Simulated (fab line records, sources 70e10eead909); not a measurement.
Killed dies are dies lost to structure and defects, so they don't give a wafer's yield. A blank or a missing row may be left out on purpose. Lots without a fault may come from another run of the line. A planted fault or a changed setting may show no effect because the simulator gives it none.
Chamber matching | flow nand_harc | NHARC_P_M2_CMP_23 on cmp-03: 4 sister chambers
The step polishes, t overpolish 20 s, target thk 144.3 nm. 4 wafers are shown with their chamber, then 7 later ones without.

WAFERS WITH THEIR CHAMBER
wafer  | chamber | motor_current_A (A)
L303.3 | 0       | 11.7
L305.4 | 3       | 14.0
L306.2 | 1       | 12.4
L306.5 | 2       | 12.4

WAFERS WITHOUT THEIR CHAMBER
wafer  | motor_current_A (A)
L306.6 | 14.2
L318.1 | 12.9
L318.3 | 11.0
L318.6 | 11.4
L319.1 | 11.7
L319.3 | 12.8
L319.6 | 11.9

WHICH CHAMBER EACH WENT THROUGH
wafer  | from the rows above               | in truth
L306.6 | 3                                 | 3
L318.1 | can't be placed: 1 or 2 or 3 or 0 | 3
L318.3 | can't be placed: 0 or 1 or 2      | 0
L318.6 | can't be placed: 0 or 1 or 2      | 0
L319.1 | can't be placed: 0 or 1 or 2      | 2
L319.3 | can't be placed: 1 or 2 or 0      | 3
L319.6 | can't be placed: 0 or 1 or 2      | 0
Placed correctly: 1 of 7. Can't be placed from these rows: 6 (the true chamber is among the candidates in 5). Placed wrongly: 0.
How it was worked out, from the rows above alone: a wafer's distance from a chamber is the root of the sum, over the readings, of the square of ((its reading less the chamber's mean) divided by the reading's scatter). The wafer belongs to the nearest chamber; if the next one is less than 2 further off, it can't be placed. A chamber's mean is the mean of its shown wafers. The scatter: with one shown wafer a chamber, the root of the mean of the squares of how far each hidden wafer lies from its nearest shown one.
